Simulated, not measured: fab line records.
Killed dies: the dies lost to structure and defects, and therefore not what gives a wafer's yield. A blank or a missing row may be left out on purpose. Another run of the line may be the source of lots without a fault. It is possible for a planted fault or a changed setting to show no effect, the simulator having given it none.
Matching of chambers / flow nand_harc / NHARC_A_STAIRCASE_ALD_415 on ald_hk-03: 4 sister chambers
The step deposits SiO2, target thk 30 nm, pulse time 6 s, ald cycles 300. 4 wafers are shown with their chamber, then 9 later ones without.

WAFERS PAIRED WITH THEIR CHAMBERS
wafer=L081.4; chamber=3; heater_power_w (W)=514
wafer=L086.6; chamber=1; heater_power_w (W)=555
wafer=L088.4; chamber=0; heater_power_w (W)=504
wafer=L088.5; chamber=2; heater_power_w (W)=407

WAFERS MISSING THEIR CHAMBER
wafer=L093.3; heater_power_w (W)=563
wafer=L093.5; heater_power_w (W)=426
wafer=L093.6; heater_power_w (W)=482
wafer=L091.3; heater_power_w (W)=511
wafer=L091.4; heater_power_w (W)=468
wafer=L091.5; heater_power_w (W)=472
wafer=L095.3; heater_power_w (W)=502
wafer=L095.4; heater_power_w (W)=407
wafer=L095.6; heater_power_w (W)=407

WHICH CHAMBER EACH ONE RAN IN
wafer=L093.3; from the rows above=1; in truth=1
wafer=L093.5; from the rows above=2; in truth=2
wafer=L093.6; from the rows above=can't be placed: 0 or 3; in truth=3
wafer=L091.3; from the rows above=can't be placed: 3 or 0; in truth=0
wafer=L091.4; from the rows above=can't be placed: 0 or 3 or 2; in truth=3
wafer=L091.5; from the rows above=can't be placed: 0 or 3 or 2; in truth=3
wafer=L095.3; from the rows above=can't be placed: 0 or 3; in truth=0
wafer=L095.4; from the rows above=2; in truth=2
wafer=L095.6; from the rows above=2; in truth=2
Correctly placed: 4 of 9. Not placeable from these rows: 5 (in 5, the candidates include the true chamber). Number placed wrongly: 0.
How it was worked out, from the rows above alone: a wafer's distance from a chamber is the root of the sum, over the readings, of the square of ((its reading less the chamber's mean) divided by the reading's scatter). If the next closest chamber is less than 2 further off than the closest, the wafer can't be placed; otherwise it belongs to the closest. Each chamber's mean is taken over the wafers shown for it. The scatter: root of mean squared gap, hidden wafer to nearest shown wafer, with one shown wafer a chamber.
